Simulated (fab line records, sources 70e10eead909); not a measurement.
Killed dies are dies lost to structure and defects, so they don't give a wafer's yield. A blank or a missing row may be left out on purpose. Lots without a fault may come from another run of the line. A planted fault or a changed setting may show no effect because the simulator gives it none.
fab line records | flow nand_harc
record lots=24 wafers=72 last_day=24
route steps=1159 shown A_WL_FILL@824 A_CONTACT@842
lots that met no fault: from a run of the same line without faults
start_h: hours from the record's first day to the start of the lot's first wafer shown | wait_h: hours since the lot's step before | " the same as in the row above | L1.1+2: a row that stands for several wafers | - no value, or no start given | * or withheld: withheld | < > ~ a bound
route shown NAME@n: a module of which the file shows steps, and the number in the route of the first | usual: mean/standard deviation of fault-free wafers | same: alike in all rows | chamber/n: place in a boat | sites: the reading at each site | _std_site: their standard deviation | _edge_site: outer sites' mean less inner sites' | radius_mm: how far each site lies from the wafer's centre | mask NAME#n: copy n | behind: the tool/chamber that last shaped the wafer | hold: why the lot was held/for how many hours/how that ended | device: the transistor (n, p or np) that didn't switch | end of line: the same wafers' tests at the end of the route | a step without rows: its recipe alone | killed: dies lost to structure and defects at the first sort, not the wafer's yield | map: a wafer's dies, x killed, . not, _ none there
set.NAME: the setting as run; set.NAME@STEP: as run at that earlier step | model.NAME: the simulator's own value behind a step, which no gauge read
steps of the route over a sample of lots; a table a step, a row a wafer
services: from which hour (start_h, from the record's first day; less than 0 if before it) a tool's chamber was out of use, for how many hours, and why
## steps
# step NHARC_A_WL_FILL_STRIP_29
# recipe time_s=20 o2_flow_sccm=500 ar_flow_sccm=0 bias_w=0 chemistry=O2
# usual drypump_motor_current_A=5.6/0.37 oes_product_au=1.000/0.0084 rf_vpp_V=57.8/0.99 showerhead_plenum_p_Torr=3.51/0.16 throttle_valve_pct=17.037/0.0089
# columns lot.wafer tool chamber start_h wait_h drypump_motor_current_A oes_product_au rf_hours_counter_h rf_vpp_V showerhead_plenum_p_Torr throttle_valve_pct
L074.4 rie_diel-11 2 361.07 0.1 5.6 0.997 6 56.8 3.35 17.031
L074.3 " 3 " " 6.1 1.007 6 57.9 3.76 17.048
L074.2 " 0 " " 5.6 1.000 6 57.1 3.30 17.032
L075.3 rie_diel-04 0 361.08 0.1 5.3 0.999 3 58.8 3.77 17.048
L075.4 " 1 " " 6.0 1.014 3 58.3 3.41 17.056
L075.6 " 0 " " 5.3 0.997 - 58.2 3.77 17.037
L076.1 rie_diel-04 2 367.76 0.1 5.8 0.985 3 57.7 3.41 17.030
L076.5 " 1 " " 6.0 1.012 - 55.0 3.41 17.028
L076.6 " 2 " " 5.8 0.973 - 58.0 3.41 17.028
L079.1 rie_diel-10 3 367.82 0.1 6.4 0.988 0 58.2 3.56 17.039
L079.2 " 1 " " 5.0 1.021 0 59.1 3.76 17.032
L079.6 " 0 " " 4.9 1.014 - 57.7 3.37 17.027
L077.1 rie_diel-04 3 377.63 0.1 5.5 1.002 4 58.2 3.45 17.028
L077.5 " 2 " " 5.8 1.003 - 55.4 3.41 17.043
L077.6 " 3 " " 5.5 0.985 - 57.2 3.45 17.046
L081.1 rie_diel-04 2 379.69 0.1 5.8 1.002 4 56.2 3.41 17.040
L081.2 " 0 " " 5.3 0.997 4 59.0 3.77 17.037
L081.6 " 3 " " 5.5 0.994 - 56.0 3.45 17.050
L080.1 rie_diel-10 0 380.73 0.1 4.9 1.011 0 57.1 3.37 17.057
L080.3 " 2 " " 5.8 1.001 0 57.3 3.73 17.040
L080.6 " 0 " " 4.9 1.004 - 59.4 3.37 17.027
L078.1 rie_diel-04 3 385.07 0.1 5.5 0.991 4 57.1 3.45 17.027
L078.4 " 1 " " 6.0 1.002 4 58.5 3.41 17.029
L078.2 " 2 " " 5.8 1.002 4 57.3 3.41 17.026
L082.3 rie_diel-11 1 410.35 0.1 5.5 0.999 1 58.7 3.55 17.033
L082.2 " 2 " " 5.6 0.991 1 57.8 3.35 17.032
L082.6 " 1 " " 5.5 0.995 - 58.1 3.55 17.060
L084.1 rie_diel-10 3 417.01 0.1 6.4 0.999 1 59.1 3.56 17.036
L084.2 " 1 " " 5.0 1.009 1 59.8 3.76 17.051
L084.5 " 3 " " 6.4 0.996 - 58.8 3.56 17.051
L083.3 rie_diel-10 3 419.86 0.1 6.4 1.006 1 57.5 3.56 17.034
L083.1 " 2 " " 5.8 0.997 1 57.0 3.73 17.045
L083.6 " 3 " " 6.4 1.004 - 57.2 3.56 17.032
L086.1 rie_diel-11 1 420.11 0.1 5.5 1.004 2 58.8 3.55 17.059
L086.5 " 0 " " 5.6 0.995 - 57.0 3.30 17.043
L086.6 " 1 " " 5.5 1.007 - 58.4 3.55 17.028
L085.4 rie_diel-11 0 421.04 0.1 5.6 0.999 1 57.4 3.30 17.038
L085.1 " 1 " " 5.5 1.006 2 57.4 3.55 17.034
L085.6 " 2 " " 5.6 1.008 - 57.6 3.35 17.036
L088.2 rie_diel-10 0 423.51 0.1 4.9 1.015 1 55.6 3.37 17.045
L088.3 " 1 " " 5.0 1.008 1 57.6 3.76 17.041
L088.6 " 0 " " 4.9 1.006 - 56.1 3.37 17.042
L087.4 rie_diel-04 3 436.50 0.1 5.5 1.002 8 57.7 3.45 17.043
L087.1 " 1 " " 6.0 1.010 8 56.3 3.41 17.039
L087.3 " 2 " " 5.8 0.993 9 57.2 3.41 17.036
L089.1 rie_diel-04 1 437.72 0.1 6.0 1.035 8 57.4 3.41 17.025
L089.5 " 0 " " 5.3 1.007 - 57.9 3.76 17.048
L089.6 " 1 " " 6.0 1.016 - 57.0 3.41 17.035
L090.4 rie_diel-04 2 449.44 0.1 5.8 1.005 9 57.6 3.41 17.032
L090.6 " 2 " " 5.8 0.992 - 56.8 3.41 17.034
L090.5 " 3 " " 5.4 0.997 - 56.9 3.45 17.039
L093.3 rie_diel-11 0 460.69 0.1 5.6 1.007 3 57.3 3.30 17.043
L093.1 " 2 " " 5.6 1.011 3 57.5 3.35 17.029
L093.4 " 2 " " 5.6 1.004 - 58.0 3.35 17.050
L092.6 rie_diel-11 0 460.74 0.1 5.6 0.997 - 57.7 3.30 17.030
L092.4 " 2 " " 5.6 1.004 - 56.3 3.35 17.031
L092.5 " 3 " " 6.1 0.996 - 58.9 3.76 17.023
L094.4 rie_diel-04 0 464.60 0.1 5.3 0.985 9 58.8 3.76 17.023
L094.5 " 3 " " 5.5 0.987 - 58.9 3.45 17.034
L094.6 " 0 " " 5.3 1.003 - 57.9 3.76 17.047
L091.3 rie_diel-04 2 465.14 0.1 5.8 0.991 9 56.6 3.41 17.037
L091.1 " 3 " " 5.4 0.997 9 58.9 3.45 17.052
L091.4 " 0 " " 5.3 1.004 9 57.4 3.76 17.025
L095.4 rie_diel-04 2 477.83 0.1 5.8 0.992 0 58.0 3.41 17.049
L095.1 " 3 " " 5.5 1.003 0 58.4 3.45 17.035
L095.2 " 1 " " 6.0 0.996 0 56.5 3.41 17.043
L096.4 rie_diel-04 0 492.23 0.1 5.3 1.000 0 58.5 3.76 17.048
L096.3 " 1 " " 6.0 1.009 0 57.9 3.41 17.051
L096.6 " 2 " " 5.8 0.995 - 57.1 3.41 17.036
L097.4 rie_diel-11 1 495.31 0.1 5.5 1.004 4 56.8 3.55 17.025
L097.1 " 2 " " 5.6 1.008 5 57.0 3.35 17.042
L097.2 " 3 " " 6.1 0.993 4 59.1 3.76 17.018
# step NHARC_A_CONTACT_DEP_28
# recipe target_thk_a=36000 temp_c=400 material=aC
# usual susceptor_temp_C=399.95/0.24 throttle_valve_pct=34.999/0.0094
# columns lot.wafer tool chamber start_h wait_h susceptor_temp_C throttle_valve_pct
L074.2 acl_dep-03 0 373.46 0.4 399.69 34.993
L074.3 " 0 " " 399.94 35.002
L074.4 " 0 " " 399.92 34.982
L075.3 acl_dep-03 0 376.67 1.3 - 34.983
L075.4 " 0 " " - 34.999
L075.6 " 0 " " - 35.000
L076.1 acl_dep-02 0 380.98 0.1 - 35.006
L076.5 " 0 382.44 1.5 - 34.989
L076.6 " 0 " " - 35.006
L079.1 acl_dep-01 0 381.20 0.1 400.20 35.016
L079.2 " 0 " " 399.98 34.999
L079.6 " 0 383.03 1.9 399.81 34.999
L081.1 acl_dep-02 0 392.73 3.0 399.87 34.973
L081.2 " 0 " " 399.94 35.002
L081.6 " 0 394.62 4.9 399.64 35.015
L077.1 acl_dep-03 0 396.31 2.4 400.02 34.997
L077.5 " 0 397.82 3.9 399.99 34.998
L077.6 " 0 " " 399.79 35.002
L080.1 acl_dep-03 0 398.57 0.3 399.70 35.012
L080.3 " 0 " " 399.47 35.006
L080.6 " 0 400.41 2.1 399.71 34.997
L078.1 acl_dep-02 0 399.70 1.0 400.21 35.000
L078.2 " 0 " " 400.44 35.010
L078.4 " 0 " " 400.03 34.997
L082.2 acl_dep-03 0 422.95 0.4 400.09 35.004
L082.3 " 0 " " 400.34 35.001
L082.6 " 0 424.41 1.9 400.20 35.006
L084.1 acl_dep-03 0 430.55 0.1 400.20 34.993
L084.2 " 0 " " 399.79 34.992
L084.5 " 0 432.02 1.5 400.14 35.000
L086.1 acl_dep-02 0 432.50 0.6 - 35.010
L086.5 " 0 433.95 2.1 - 34.993
L086.6 " 0 " " - 34.977
L085.1 acl_dep-01 0 434.89 0.1 - 34.989
L085.4 " 0 435.98 1.1 - 35.009
L085.6 " 0 " " - 34.987
L083.1 acl_dep-02 0 436.22 0.1 399.79 35.001
L083.3 " 0 " " 399.96 35.001
L083.6 " 0 438.06 1.9 399.92 34.989
L088.2 acl_dep-01 0 441.06 0.5 399.95 34.996
L088.3 " 0 " " 400.06 35.005
L088.6 " 0 442.54 1.9 400.04 34.992
L089.1 acl_dep-03 0 448.56 0.1 399.52 34.995
L089.5 " 0 450.04 1.5 400.26 35.001
L089.6 " 0 " " 399.98 35.000
L087.1 acl_dep-01 0 449.08 0.6 400.00 35.005
L087.3 " 0 " " 400.24 34.992
L087.4 " 0 " " 399.94 34.982
L090.4 acl_dep-02 0 462.67 1.2 399.78 34.989
L090.5 " 0 " " 400.04 35.011
L090.6 " 0 " " 399.83 34.997
L092.4 acl_dep-03 0 474.14 1.3 399.69 34.973
L092.5 " 0 " " 399.64 35.007
L092.6 " 0 " " 399.76 35.008
L093.1 acl_dep-02 0 474.51 1.4 - 34.994
L093.3 " 0 " " - 34.994
L093.4 " 0 " " - 34.994
L091.1 acl_dep-03 0 479.08 1.3 399.82 34.998
L091.3 " 0 " " 399.66 34.995
L091.4 " 0 " " 399.67 35.000
L094.4 acl_dep-02 0 483.30 5.0 400.37 34.998
L094.5 " 0 " " 400.24 34.999
L094.6 " 0 " " 399.68 34.995
L095.1 acl_dep-01 0 500.95 1.6 399.75 35.007
L095.2 " 0 " " 399.68 34.995
L095.4 " 0 " " 399.52 34.995
L096.3 acl_dep-02 0 507.81 0.8 - 35.002
L096.4 " 0 " " - 34.985
L096.6 " 0 " " - 35.016
L097.1 acl_dep-02 0 511.15 0.9 - 34.986
L097.2 " 0 " " - 35.004
L097.4 " 0 " " - 35.014
# step NHARC_A_CONTACT_ETCH_114
# recipe source_w=withheld pressure_mtorr=20 bias_v=3000 time_s=94 target_depth_a=9220 ar_flow_sccm=withheld c4f8_flow_sccm=withheld o2_flow_sccm=withheld chemistry=C4F8/O2/Ar
# columns lot.wafer tool chamber start_h wait_h rf_hours_counter_h
L074.2 har_cap_etch-02 1 377.94 0.1 10
L074.3 " 1 " " -
L074.4 " 0 " " -
L075.3 har_cap_etch-03 0 380.60 0.1 -
L075.4 " 1 " " -
L075.6 " 1 " " -
L076.1 har_cap_etch-02 0 386.06 0.1 11
L076.6 " 1 " " -
L076.5 " 0 " " -
L079.1 har_cap_etch-03 0 386.53 0.1 81
L079.2 " 1 " " 81
L079.6 " 0 " " -
L081.1 har_cap_etch-03 1 397.71 0.1 83
L081.2 " 0 " " 83
L081.6 " 0 " " -
L077.1 har_cap_etch-01 1 401.02 0.1 62
L077.6 " 1 " " -
L077.5 " 0 " " -
L080.1 har_cap_etch-01 1 403.36 0.1 64
L080.3 " 1 " " -
L080.6 " 1 " " -
L078.2 har_cap_etch-02 0 404.49 0.1 14
L078.1 " 1 " " 14
L078.4 " 0 " " -
L082.2 har_cap_etch-02 1 427.45 0.1 18
L082.3 " 0 " " -
L082.6 " 1 " " -
L084.1 har_cap_etch-03 1 435.76 0.1 89
L084.2 " 0 " " 89
L084.5 " 1 " " -
L086.1 har_cap_etch-02 1 437.35 0.1 19
L086.5 " 0 " " -
L086.6 " 1 " " -
L085.1 har_cap_etch-01 1 439.64 0.1 69
L085.4 " 1 " " -
L085.6 " 1 " " -
L083.1 har_cap_etch-02 1 441.01 0.1 20
L083.3 " 0 " " -
L083.6 " 1 " " -
L088.2 har_cap_etch-02 0 445.72 0.1 21
L088.3 " 1 " " -
L088.6 " 1 " " -
L089.1 har_cap_etch-03 1 453.63 0.1 93
L089.5 " 0 " " -
L089.6 " 1 " " -
L087.1 har_cap_etch-02 1 453.91 0.1 23
L087.3 " 0 " " -
L087.4 " 1 " " -
L090.4 har_cap_etch-01 1 466.58 0.1 -
L090.5 " 0 " " -
L090.6 " 1 " " -
L092.4 har_cap_etch-03 1 478.13 0.1 -
L092.5 " 1 " " -
L092.6 " 0 " " -
L093.1 har_cap_etch-02 1 479.30 0.1 28
L093.4 " 0 " " -
L093.3 " 1 " " -
L091.1 har_cap_etch-03 0 484.04 0.1 98
L091.3 " 0 " " -
L091.4 " 1 " " -
L094.4 har_cap_etch-02 0 487.01 0.1 -
L094.6 " 1 " " -
L094.5 " 0 " " -
L095.1 har_cap_etch-01 1 505.74 0.1 82
L095.2 " 0 " " 82
L095.4 " 0 " " -
L096.4 har_cap_etch-02 0 511.87 0.1 -
L096.3 " 1 " " -
L096.6 " 1 " " -
L097.2 har_cap_etch-01 1 516.29 0.1 83
L097.1 " 0 " " 83
L097.4 " 0 " " -
# step NHARC_A_CONTACT_OVL_MEAS_70
# usual overlay_x_nm=-0.1/0.88 overlay_y_nm=-0.2/0.71
# columns lot.wafer tool chamber start_h wait_h overlay_x_nm overlay_y_nm
L074.2 overlay-01 - 383.08 - -0.7 -1.0
L074.3 " - " " 0.5 -0.9
L074.4 " - " " 0.6 -0.8
L075.3 overlay-01 - 386.50 - 0.6 -1.1
L075.4 " - " " 0.4 -0.6
L075.6 " - " " 0.2 -0.7
L076.1 overlay-01 - 393.63 - 0.9 -0.9
L076.5 " - " " 0.9 -0.9
L076.6 " - " " 1.5 -0.7
L079.1 overlay-01 - 394.00 - -0.8 0.3
L079.2 " - " " -1.1 0.4
L079.6 " - " " -1.0 0.0
L081.1 overlay-01 - 404.37 - -0.2 -1.6
L081.2 " - " " 0.2 -1.5
L081.6 " - " " 0.5 -1.5
L077.1 overlay-02 - 406.89 - -0.7 -1.0
L077.5 " - " " -1.3 -0.7
L077.6 " - " " -1.2 -1.0
L080.1 overlay-02 - 410.16 - -1.5 -0.1
L080.3 " - " " -1.2 -0.6
L080.6 " - " " -0.8 -0.4
L078.1 overlay-02 - 410.23 - 0.4 -0.3
L078.2 " - " " 0.4 0.2
L078.4 " - " " 0.5 0.4
L082.2 overlay-01 - 432.57 - -1.2 0.4
L082.3 " - " " -1.3 -0.2
L082.6 " - " " -1.1 -0.3
L084.1 overlay-01 - 441.53 - -1.3 0.8
L084.2 " - " " -1.5 0.4
L084.5 " - " " -1.4 0.9
L086.1 overlay-01 - 442.80 - -0.6 0.2
L086.5 " - " " -1.4 1.0
L086.6 " - " " -1.3 0.2
L085.1 overlay-01 - 444.79 - 1.1 0.2
L085.4 " - " " 1.1 0.2
L085.6 " - " " 1.0 -0.2
L083.1 overlay-01 - 446.38 - -0.7 0.5
L083.3 " - " " -0.2 1.1
L083.6 " - " " -0.4 0.8
L088.2 overlay-01 - 453.05 - 1.4 -0.1
L088.3 " - " " 1.0 0.9
L088.6 " - " " 1.6 0.4
L087.1 overlay-02 - 461.12 - 0.6 0.7
L087.3 " - " " 0.9 -0.3
L087.4 " - " " 1.4 0.4
L089.1 overlay-01 - 461.93 - -0.7 0.8
L089.5 " - " " -0.2 1.0
L089.6 " - " " -0.5 1.4
L090.4 overlay-01 - 472.81 - -0.6 -0.7
L090.5 " - " " -0.7 -1.0
L090.6 " - " " -0.1 -0.8
L092.4 overlay-01 - 488.99 - -0.4 0.8
L092.5 " - " " -0.3 0.2
L092.6 " - " " -0.9 0.3
L093.1 overlay-01 - 490.65 - 1.2 -0.3
L093.3 " - " " 1.1 0.2
L093.4 " - " " 1.3 -0.2
L091.1 overlay-02 - 492.73 - -1.3 -0.2
L091.3 " - " " -1.0 -0.8
L091.4 " - " " -1.1 -0.5
L094.4 overlay-01 - 494.31 - -0.8 -0.3
L094.5 " - " " -0.7 -0.3
L094.6 " - " " -0.7 -0.9
L095.1 overlay-02 - 510.88 - 0.7 0.5
L095.2 " - " " 0.5 0.4
L095.4 " - " " -0.2 0.2
L096.3 overlay-01 - 517.09 - 0.0 -0.4
L096.4 " - " " -0.1 -1.2
L096.6 " - " " 0.0 -0.9
L097.1 overlay-01 - 522.67 - -0.2 0.7
L097.2 " - " " 0.4 0.0
L097.4 " - " " 0.3 0.6
# step NHARC_A_CONTACT_ETCH_130
# recipe source_w=withheld pressure_mtorr=20 bias_v=1200 time_s=155 target_depth_a=9560 ar_flow_sccm=withheld c4f8_flow_sccm=withheld o2_flow_sccm=withheld chemistry=C4F8/O2/Ar
# columns lot.wafer tool chamber start_h wait_h rf_hours_counter_h
L074.2 har_cap_etch-01 0 385.21 0.1 59
L074.4 " 0 " " -
L074.3 " 1 " " -
L075.4 har_cap_etch-01 1 388.68 0.1 -
L075.3 " 0 " " -
L075.6 " 0 " " -
L076.1 har_cap_etch-03 1 396.08 0.1 83
L076.5 " 0 " " -
L076.6 " 1 " " -
L079.2 har_cap_etch-01 1 396.12 0.1 61
L079.1 " 0 " " 61
L079.6 " 0 " " -
L081.2 har_cap_etch-03 1 406.69 0.1 86
L081.1 " 0 " " 86
L081.6 " 1 " " -
L077.1 har_cap_etch-01 0 409.64 0.1 65
L077.6 " 1 " " -
L077.5 " 0 " " -
L080.1 har_cap_etch-02 1 412.58 0.1 16
L080.3 " 0 " " -
L080.6 " 0 " " -
L078.2 har_cap_etch-03 0 412.87 0.1 87
L078.1 " 1 " " 87
L078.4 " 1 " " -
L082.2 har_cap_etch-01 0 434.70 0.1 68
L082.3 " 1 " " -
L082.6 " 0 " " -
L084.2 har_cap_etch-01 0 443.85 0.1 71
L084.1 " 1 " " 71
L084.5 " 0 " " -
L086.1 har_cap_etch-03 0 444.93 0.1 91
L086.5 " 0 " " -
L086.6 " 1 " " -
L085.1 har_cap_etch-01 1 446.95 0.1 72
L085.4 " 0 " " -
L085.6 " 1 " " -
L083.1 har_cap_etch-03 1 448.71 0.1 92
L083.3 " 0 " " -
L083.6 " 0 " " -
L088.2 har_cap_etch-02 0 455.94 0.1 25
L088.3 " 1 " " -
L088.6 " 1 " " -
L087.1 har_cap_etch-01 1 463.24 0.1 75
L087.3 " 1 " " -
L087.4 " 0 " " -
L089.1 har_cap_etch-02 0 464.27 0.1 26
L089.5 " 0 " " -
L089.6 " 1 " " -
L090.4 har_cap_etch-01 1 475.01 0.1 -
L090.6 " 1 " " -
L090.5 " 0 " " -
L092.4 har_cap_etch-01 1 491.18 0.1 -
L092.5 " 0 " " -
L092.6 " 1 " " -
L093.1 har_cap_etch-03 1 492.81 0.1 99
L093.4 " 0 " " -
L093.3 " 1 " " -
L091.1 har_cap_etch-02 1 494.86 0.1 31
L091.3 " 1 " " -
L091.4 " 0 " " -
L094.4 har_cap_etch-01 0 496.49 0.1 -
L094.6 " 0 " " -
L094.5 " 1 " " -
L095.2 har_cap_etch-03 0 516.15 0.1 102
L095.1 " 1 " " 102
L095.4 " 1 " " -
L096.4 har_cap_etch-02 0 519.32 0.1 -
L096.3 " 1 " " -
L096.6 " 1 " " -
L097.1 har_cap_etch-03 1 525.04 0.1 105
L097.2 " 0 " " 105
L097.4 " 1 " " -
# step NHARC_A_CONTACT_ETCH_97
# recipe target_depth_a=200 over_etch_frac=0.5 time_s=10 ion_energy_ev=250 c4f6_flow_sccm=25 o2_flow_sccm=20 ar_flow_sccm=500 rf_w=600 bias_w=500 chemistry=C4F6/O2
# usual drypump_motor_current_A=5.7/0.41 oes_product_au=0.959/0.023 rf_fwd_power_W=586.8/2.2 rf_vpp_V=545.3/3 showerhead_plenum_p_Torr=3.84/0.13 throttle_valve_pct=26.904/0.0084
# same over_etch_frac=0.5
# columns lot.wafer tool chamber start_h wait_h drypump_motor_current_A oes_product_au rf_fwd_power_W rf_hours_counter_h rf_vpp_V showerhead_plenum_p_Torr throttle_valve_pct
L074.2 rie_diel-13 1 - - 5.5 0.935 588.9 17 543.6 3.76 26.913
L074.3 " 2 " " 6.0 0.961 587.0 17 544.5 3.78 26.916
L074.4 " 0 " " 5.2 0.936 584.8 17 542.2 3.73 26.912
L075.3 rie_diel-01 2 389.79 0.1 6.0 1.013 584.3 23 549.5 4.00 26.909
L075.6 " 0 " " 6.7 1.023 588.8 - 540.9 3.66 26.903
L075.4 " 2 " " 6.0 1.005 583.1 - 547.6 4.00 26.909
L079.1 rie_diel-13 3 - - 6.0 0.965 584.9 19 550.0 4.01 26.909
L079.2 " 0 " " 5.2 0.957 585.6 19 543.4 3.73 26.912
L079.6 " 0 " " 5.2 0.950 585.7 - 541.8 3.73 26.906
L076.1 rie_diel-01 1 - - 5.1 0.924 586.5 21 543.1 3.71 26.896
L076.6 " 2 " " 6.0 0.930 581.2 - 548.7 4.00 26.897
L076.5 " 3 " " 5.4 0.924 587.0 - 544.4 3.84 26.913
L081.2 rie_diel-01 2 - - 6.0 0.995 584.9 30 547.7 4.00 26.897
L081.1 " 1 " " 5.1 1.000 584.3 24 542.6 3.71 26.906
L081.6 " 2 " " 6.0 1.003 588.1 - 548.5 4.00 26.908
L077.1 rie_diel-13 0 - - 5.2 0.959 587.8 21 544.4 3.73 26.911
L077.6 " 1 " " 5.4 0.942 589.7 - 544.4 3.76 26.905
L077.5 " 2 " " 6.0 1.005 590.1 - 545.2 3.77 26.912
L080.1 rie_diel-01 3 - - 5.4 0.924 587.8 36 545.0 3.84 26.893
L080.3 " 0 " " 6.7 0.953 589.6 35 540.6 3.66 26.908
L080.6 " 0 " " 6.7 0.950 590.0 - 541.2 3.66 26.910
L078.1 rie_diel-13 0 - - 5.2 0.959 586.5 22 543.8 3.73 26.906
L078.4 " 2 " " 6.0 0.967 590.0 21 543.1 3.77 26.907
L078.2 " 3 " " 6.0 0.962 588.1 21 550.9 4.01 26.891
L082.3 rie_diel-13 0 - - 5.2 0.963 587.2 25 541.7 3.73 26.912
L082.2 " 2 " " 6.0 0.975 590.3 24 543.4 3.77 26.909
L082.6 " 0 " " 5.2 0.954 586.1 - 543.9 3.73 26.902
L084.1 rie_diel-07 3 - - 5.2 0.943 589.7 7 545.8 3.85 26.914
L084.2 " 1 " " 5.7 0.934 584.7 7 546.5 3.87 26.898
L084.5 " 0 " " 5.8 0.933 584.5 - 551.3 4.15 26.912
L086.1 rie_diel-01 3 - - 5.4 0.988 587.1 47 545.1 3.83 26.906
L086.6 " 3 " " 5.4 0.995 586.2 - 542.9 3.83 26.894
L086.5 " 0 " " 6.7 1.013 588.8 - 541.3 3.65 26.896
L085.4 rie_diel-13 1 - - 5.4 0.927 590.6 30 541.6 3.75 26.881
L085.1 " 3 " " 6.0 0.956 585.7 28 549.3 4.00 26.904
L085.6 " 2 " " 6.0 0.962 587.0 - 542.4 3.77 26.901
L083.3 rie_diel-01 1 - - 5.1 0.943 587.5 40 542.2 3.70 26.909
L083.1 " 3 " " 5.4 0.951 587.9 48 545.0 3.83 26.916
L083.6 " 2 " " 6.0 0.962 588.1 - 549.5 3.99 26.900
L088.3 rie_diel-07 1 - - 5.6 0.938 585.0 11 545.8 3.86 26.914
L088.2 " 2 " " 5.9 0.940 586.6 11 547.2 3.92 26.899
L088.6 " 0 " " 5.8 0.945 585.4 - 552.8 4.14 26.900
L087.1 rie_diel-07 2 - - 6.0 0.954 583.8 13 547.3 3.92 26.881
L087.4 " 0 " " 5.8 0.965 585.6 14 551.4 4.14 26.898
L087.3 " 1 " " 5.7 0.947 584.9 13 547.1 3.86 26.908
L089.1 rie_diel-07 0 - - 5.8 0.959 583.0 14 551.3 4.14 26.908
L089.5 " 2 " " 5.9 0.940 586.3 - 546.9 3.92 26.904
L089.6 " 3 " " 5.3 0.927 587.7 - 545.7 3.85 26.909
L090.4 rie_diel-13 2 - - 6.0 0.976 585.2 2 543.6 3.77 26.911
L090.6 " 2 " " 5.9 0.972 586.6 - 543.7 3.77 26.896
L090.5 " 3 " " 6.0 0.952 585.5 - 549.2 4.00 26.912
L092.4 rie_diel-07 2 - - 5.9 0.943 584.5 24 546.2 3.91 26.899
L092.5 " 0 " " 5.8 0.952 583.1 - 551.9 4.13 26.909
L092.6 " 1 " " 5.6 0.949 587.4 - 544.3 3.85 26.909
L093.3 rie_diel-13 0 - - 5.2 0.955 586.5 5 541.5 3.72 26.911
L093.1 " 1 " " 5.5 0.951 585.6 5 544.2 3.75 26.898
L093.4 " 3 " " 6.0 0.938 584.8 5 548.2 4.00 26.911
L091.4 rie_diel-13 2 - - 5.9 0.975 586.8 6 544.5 3.77 26.900
L091.3 " 3 " " 5.9 0.957 589.2 5 549.5 4.00 26.904
L091.1 " 0 " " 5.2 0.975 585.1 6 542.9 3.72 26.905
L094.4 rie_diel-13 1 - - 5.5 0.938 588.8 6 541.7 3.75 26.903
L094.6 " 3 " " 6.0 0.941 583.8 - 548.9 4.00 26.895
L094.5 " 0 " " 5.2 0.946 587.2 - 542.0 3.72 26.905
L095.4 rie_diel-13 0 - - 5.2 0.947 583.8 9 542.9 3.72 26.898
L095.2 " 1 " " 5.5 0.960 589.3 10 544.1 3.75 26.906
L095.1 " 2 " " 6.0 0.974 588.7 10 542.4 3.76 26.909
L096.4 rie_diel-13 1 - - 5.5 0.956 588.2 11 542.6 3.74 26.896
L096.3 " 3 " " 6.0 0.959 585.4 11 547.8 4.00 26.898
L096.6 " 1 " " 5.5 0.957 586.4 - 543.6 3.74 26.901
L097.4 rie_diel-07 0 - - 5.8 0.998 583.5 39 552.2 4.13 26.893
L097.1 " 1 " " 5.6 0.981 583.5 38 545.8 3.85 26.906
L097.2 " 3 " " 5.3 0.985 589.7 37 545.2 3.84 26.905
## services
# columns tool chamber start_h hours kind
rie_diel-04 0 346.90 - clean
rie_diel-04 1 346.90 - clean
rie_diel-04 2 346.90 - clean
rie_diel-04 3 346.90 - clean
rie_diel-10 - 350.79 3.0 repair
acl_dep-02 - 351.42 13.0 pm
rie_diel-11 - 366.63 9.0 pm
rie_diel-10 - 375.63 0.8 repair
rie_diel-01 1 385.95 10.3 repair
rie_diel-13 2 401.11 8.7 repair
rie_diel-07 - 405.57 9.0 pm
acl_dep-03 - 406.18 13.0 pm
har_cap_etch-03 - 429.71 0.7 repair
rie_diel-13 - 453.26 9.0 pm
rie_diel-11 1 457.94 9.7 repair
rie_diel-04 - 465.90 9.0 pm
har_cap_etch-02 - 472.27 0.2 repair
acl_dep-01 - 476.75 13.0 pm
rie_diel-01 - 491.93 9.0 pm
rie_diel-04 2 493.21 5.8 repair
rie_diel-11 1 499.66 4.9 repair
har_cap_etch-02 - 504.24 2.4 repair
rie_diel-04 0 515.87 7.0 repair
rie_diel-01 2 525.56 1.5 repair
## key
fault none
